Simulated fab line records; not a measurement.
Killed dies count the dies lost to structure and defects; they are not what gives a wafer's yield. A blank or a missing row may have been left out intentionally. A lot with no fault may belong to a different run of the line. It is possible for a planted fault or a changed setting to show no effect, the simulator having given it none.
Which of the tools did it?    flow nandHarc    Sampling: 7 lots, 21 wafers, 5 of 1159 route steps

## WHAT EACH GAUGE READ, for each wafer
NHARC_END_SORT_01.
lot   measured      on         killedAtArray
L166  day 20 12:20  prober-01  180 175 183

## EACH LOT AND THE TOOL THAT RAN IT (in order: tool; ch and the chambers of the sampled wafers; start)
lot   NHARC_A_SOURCE_PLATE_PVD_04  NHARC_HYBRID_BOND_ACTIVATE_00      NHARC_THIN_TSV_PVD_51                   NHARC_THIN_TSV_CMP_21
L163  pvdSputter-02, day 7 16:26   rieDiel-05 ch 0,3, day 18 06:23    pvdSputter-02, day 19 02:02 or earlier  cmp-01 ch 0,1,3, day 19 02:02
L166  pvdSputter-03, day 8 02:00   rieDiel-07 ch 0,1,2, day 18 22:31  pvdSputter-02, day 19 13:23 or earlier  cmp-01 ch 0,2,3, day 19 13:23
L171  pvdSputter-03, day 9 05:05   rieDiel-05 ch 0,1,2, day 20 04:46  pvdSputter-01, day 20 22:11 or earlier  cmp-01 ch 0,3, day 20 22:11
L175  pvdSputter-02, day 10 15:01  rieDiel-05 ch 0,1,3, day 21 07:22  pvdSputter-03, day 22 08:59 or earlier  cmp-02 ch 0,1,2, day 22 08:59
L178  pvdSputter-03, day 11 03:38  rieDiel-06 ch 0,2,3, day 22 06:08  pvdSputter-01, day 23 07:19 or earlier  cmp-03 ch 0,1,3, day 23 07:19
L181  pvdSputter-01, day 12 00:56  rieDiel-05 ch 0,3, day 23 05:29    pvdSputter-02, day 23 23:40 or earlier  cmp-01 ch 0,2,3, day 23 23:40
L184  pvdSputter-02, day 12 18:03  rieDiel-05 ch 0,1,2, day 23 18:06  pvdSputter-03, day 24 14:07 or earlier  cmp-03 ch 0,1, day 24 14:07
- NHARC_A_SOURCE_PLATE_PVD_04: deposits WSi2, target thk 50 nm.
- NHARC_HYBRID_BOND_ACTIVATE_00: chemistry N2, time 60 s.
- NHARC_THIN_TSV_PVD_51: deposits Cu, target thk 100 nm.
- NHARC_THIN_TSV_CMP_21: polishes, t overpolish 30 s, target thk 2000 nm.

## THE ANSWER, worked out from the rows above alone
Rule: the usual values come from the lots themselves. The widest of any qualifying gaps counts: lots, ordered by their means at a reading, are off when they make up no more than a third of the lots, leave a main group of 4 or more, and stand apart from it by 3 or more times the standard deviation of that group's means. Not used: any main group whose means are identical at the precision the tables above print for the reading. A lot without any number at a reading at which 4 lots or more have one is off too. Where the step has rows for the other lots, those lots are counted as sound.
No lot is off at any reading shown: from this, nothing can be told.

## WHAT THE SIMULATOR PUT IN
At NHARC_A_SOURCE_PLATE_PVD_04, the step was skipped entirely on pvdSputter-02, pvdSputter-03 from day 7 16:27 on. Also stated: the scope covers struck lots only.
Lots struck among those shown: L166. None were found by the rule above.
